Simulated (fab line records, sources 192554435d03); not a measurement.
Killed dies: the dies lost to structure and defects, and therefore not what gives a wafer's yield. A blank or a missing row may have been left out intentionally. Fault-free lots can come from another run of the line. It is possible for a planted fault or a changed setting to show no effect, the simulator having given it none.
Code-filled problem report in 8D (eight disciplines) form + flow n5 finfet + the parts of the form that need people (team, actions taken, sign-off) are left out

## 1. THE ISSUE
At N5_BEOL_M15_COAT_22, spin speed rpm averages 1775.3 rpm over 6 wafers from 2 lots, while fault-free wafers read 1704.0 rpm, standard deviation 1.3. That puts it +55 standard deviations away from the usual mean.
The step: resist thk 800 nm.
Earliest sighting: wafer L713.2 on litho track-02 at day 14 16:07. At this step, 33 wafers from 11 lots have a number in the record. Rule for "out", or "out of limits": more than 4 standard deviations from the usual mean. The other wafers with a number count as sound.

## 2. WHAT IT IS AND WHAT IT IS NOT
| question                    | is                     | is not                                                                    |
|-----------------------------|------------------------|---------------------------------------------------------------------------|
| which readings at this step | spin speed rpm         | dispense pressure kPa                                                     |
| which lots                  | L711, L713             | L698, L699, L702, L706, L707, L708, L709, L719, L720                      |
| which wafers of those lots  | all that have a number | -                                                                         |
| read on which tools         | litho track-02         | litho track-01, litho track-03                                            |
| when                        | from day 14 16:07      | up to then (21 sound wafers); but 6 sound wafers of L719, L720 came after |

## 3. WHAT RULES OUT EACH SUSPECT
Counting: a tool at any process step up to the reading remains a suspect when it ran all the lots that are out and ran no sound lot after the first of those.
- litho track-02 at N5_BEOL_M15_COAT_22 (resist thk 800 nm): ruled out as a lasting fault. The sound lots L720 went through it after L713, its earliest lot that is out (day 14 16:07).
Left after counting: nothing in the record.

## 4. THE CAUSE (what the simulator had put in)
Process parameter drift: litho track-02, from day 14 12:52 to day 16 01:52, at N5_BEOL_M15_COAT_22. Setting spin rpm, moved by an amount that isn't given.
Counting ruled it out, wrongly.

## 5. THE EFFECT CHAIN, in route order
One row per reading whose mean, taken over the struck wafers that have a number, lies over 3 standard deviations from the usual. Scope: only readings with a usual standard deviation given in the record; hours: median across lots of the time from each lot's start at the first step in this table that gives one to its start at this step; sigmas: change in usual standard deviations.
| hours | step                | reading        | usual      | on struck wafers | change | sigmas |
|-------|---------------------|----------------|------------|------------------|--------|--------|
| 0     | N5_BEOL_M15_COAT_22 | spin speed rpm | 1704.0 rpm | 1775.3           | +71.3  | +55    |
Here are the process steps it includes:
- N5_BEOL_M15_COAT_22: resist thk 800 nm.

## 6. HOW IT WOULD HAVE BEEN CAUGHT EARLIER
First out-of-limits reading in this record: day 14 16:07, which is 3 hours after fault onset at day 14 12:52.
